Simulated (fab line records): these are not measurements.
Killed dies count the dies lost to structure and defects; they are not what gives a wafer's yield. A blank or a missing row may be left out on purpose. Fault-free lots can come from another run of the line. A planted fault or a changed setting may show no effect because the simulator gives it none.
A struck lot beside a sound one	flow n5_finfet	37 out of 1938 route steps
Sound: these wafers, L998.1, L998.3, L998.4. The struck wafers were L105.2, L105.4, L105.5. The cause comes at the end.
For every step that has rows: the tool of each side, followed by ch and its chambers, followed by its first start. Under that, the readings that differ: sound wafers	struck wafers	difference of the means	sigmas: that difference in standard deviations of wafers without a fault.
alike: readings whose means differ by less than 2 such deviations, and words and numbers that are the same on both sides. not compared: withheld readings, readings that some wafer has no value for, bounds like >300 that may hide the same value, and numbers for which the record gives no deviation and whose values overlap.
The two part at a step that has a row with sigmas, a row that says differs or no value, or rows on one side only. Numbers that don't overlap but have no deviation are shown without sigmas and don't part them. A reading that every wafer of one side lacks parts them only if that side has two wafers or more.

first, 9 steps without rows for these wafers: N5_WELL_APT_COAT_19 (resist thk 950 nm); N5_WELL_APT_EBR_21; N5_WELL_APT_SOFTBAKE_20 (time 60 s); N5_WELL_APT_EXPOSE_22 (exposes mask PWELL, defocus 0 nm, target cd 200 nm); N5_WELL_APT_PEB_23 (peb time 90 s); N5_WELL_APT_DEVELOP_24 (develop time 45 s); N5_WELL_APT_HARDBAKE_29 (time 120 s); N5_WELL_APT_DESCUM_30 (chemistry O2, time 7.9 s); N5_WELL_APT_IMPLANT_31.
N5_WELL_APT_IMPLANT_32:
  sound on implanter-02 ch 0, day 1 15:32; struck on implanter-02 ch 0, day 3 09:29
reading	sound	struck	difference	sigmas
dose_ions_cm2	1.9973e+13 1.9988e+13 1.9948e+13	5.976e+12 5.972e+12 5.945e+12	-1.401e+13	-99 or more
faraday_current_uA	262 249 249	76 75 77	-177	-33
  alike: end_station_pressure_torr
then, 25 steps without rows for these wafers: N5_WELL_APT_STRIP_33 (strips in SPM, time 900 s); N5_WELL_APT_RTA_34 (time 10 s); N5_WELL_APT_OXIDE_STRIP_42 (strips SiO2 in dHF, time 45 s, target depth 12 nm); N5_WELL_APT_PRECLEAN_36 (cleans in O3/DIW, time 45 s); N5_WELL_APT_PRECLEAN_39 (cleans in dHF, time 60 s); N5_WELL_APT_SRD_37 (time 30 s); N5_WELL_APT_EPI_41 (deposits Si from SiH4/H2, target thk 50 nm, time 297.7 s); N5_PMOS_HMC_CHANNEL_EPI_HM_DEP_34 (deposits SiO2 from TEOS/O2, target thk 36 nm, time 6.9 s); N5_PMOS_HMC_CHANNEL_EPI_COAT_31 (time 60 s, resist thk 66 nm); N5_PMOS_HMC_CHANNEL_EPI_COAT_03 (resist thk 205 nm); N5_PMOS_HMC_CHANNEL_EPI_EBR_05; N5_PMOS_HMC_CHANNEL_EPI_SOFTBAKE_04 (time 60 s); N5_PMOS_HMC_CHANNEL_EPI_EXPOSE_06 (exposes mask PMOS HMC BLK, target cd 240 nm); N5_PMOS_HMC_CHANNEL_EPI_PEB_07 (peb time 60 s); N5_PMOS_HMC_CHANNEL_EPI_DEVELOP_08 (develop time 30 s); N5_PMOS_HMC_CHANNEL_EPI_DESCUM_14 (chemistry O2, time 7.9 s); N5_PMOS_HMC_CHANNEL_EPI_ETCH_32 (etches BARC in N2/H2, stops on SiO2, target depth 85.8 nm, time 50.3 s); N5_PMOS_HMC_CHANNEL_EPI_HM_OPEN_15 (chemistry CHF3/O2, target SiO2, target depth 40.6 nm, time 20.3 s); N5_PMOS_HMC_CHANNEL_EPI_STRIP_33 (strips in N2/H2); N5_PMOS_HMC_CHANNEL_EPI_STRIP_17 (strips in SPM, time 750 s); N5_PMOS_HMC_CHANNEL_EPI_ETCH_38 (etches SiO2 in CF4, target depth 1.5 nm); N5_PMOS_HMC_CHANNEL_EPI_FIN_RECESS_16 (chemistry HBr/Cl2, target Si, target depth 54 nm, time 18 s); N5_PMOS_HMC_CHANNEL_EPI_PRECLEAN_36 (cleans in O3/DIW, time 45 s); N5_PMOS_HMC_CHANNEL_EPI_PRECLEAN_18 (cleans in DHF, time 30 s); N5_PMOS_HMC_CHANNEL_EPI_SRD_19 (time 30 s).
-- record jumps: 8 days separate the struck wafers' starts on either side; left off in module PMOS_HMC_CHANNEL_EPI, taken up again in module BEOL_M4, whose first shown step is the route's number 1111 --
N5_BEOL_M4_RC_MEAS_101:
  sound on prober-02 ch 0, day 8 15:39; struck on prober-02 ch 0, day 11 14:59
reading	sound	struck	difference	sigmas
CJ_N	4.37 4.37 4.36	2.27 2.28 2.27	-2.09	-26
IOFF_N (nA/um)	0.143 0.163 0.178	0.252 0.226 0.223	+0.072	+3
IOFF_N_85C (nA/um)	2.8 3.1 3.4	4.6 4.2 4.2	+1.2	+3
RS_PWELL (ohm/sq)	2998 3020 3007	3147 3134 3136	+131	+5
SS_N (mV/dec)	71.0 72.2 71.6	74.3 73.2 73.1	+1.9	+4
  alike: DIBL_N, DIBL_P, IOFF_P, ION_N, ION_P, SS_P, VT_N, VT_P
-- here the record skips 4 days between the struck wafers' starts before and after, leaving off in module BEOL_M4 and picking up in module PASSIVATION (first step shown: number 1936 of the route) --
N5_PASSIVATION_PROBE_49:
  sound on prober-01, day 14 04:08; struck on prober-01, day 15 17:28
  alike: defect_limited_yield, killed_at_M0_to_M3, killed_at_M4_up, killed_at_contacts, killed_at_front_end, killed_at_other, killed_dies, killed_open, killed_short, sort_bin_4_leakage, sort_bin_5_function, sort_bin_6_memory, sort_n_pass, sort_yield_pct

== WHERE THEY PART ==
First at N5_WELL_APT_IMPLANT_32; last, within this record, at N5_BEOL_M4_RC_MEAS_101. Later steps at which nothing parts them and some readings are alike: N5_PASSIVATION_PROBE_49.

WHY: what the simulator had put in
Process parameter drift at N5_WELL_APT_IMPLANT_32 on implanter-02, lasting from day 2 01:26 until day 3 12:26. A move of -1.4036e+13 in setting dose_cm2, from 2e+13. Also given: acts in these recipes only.
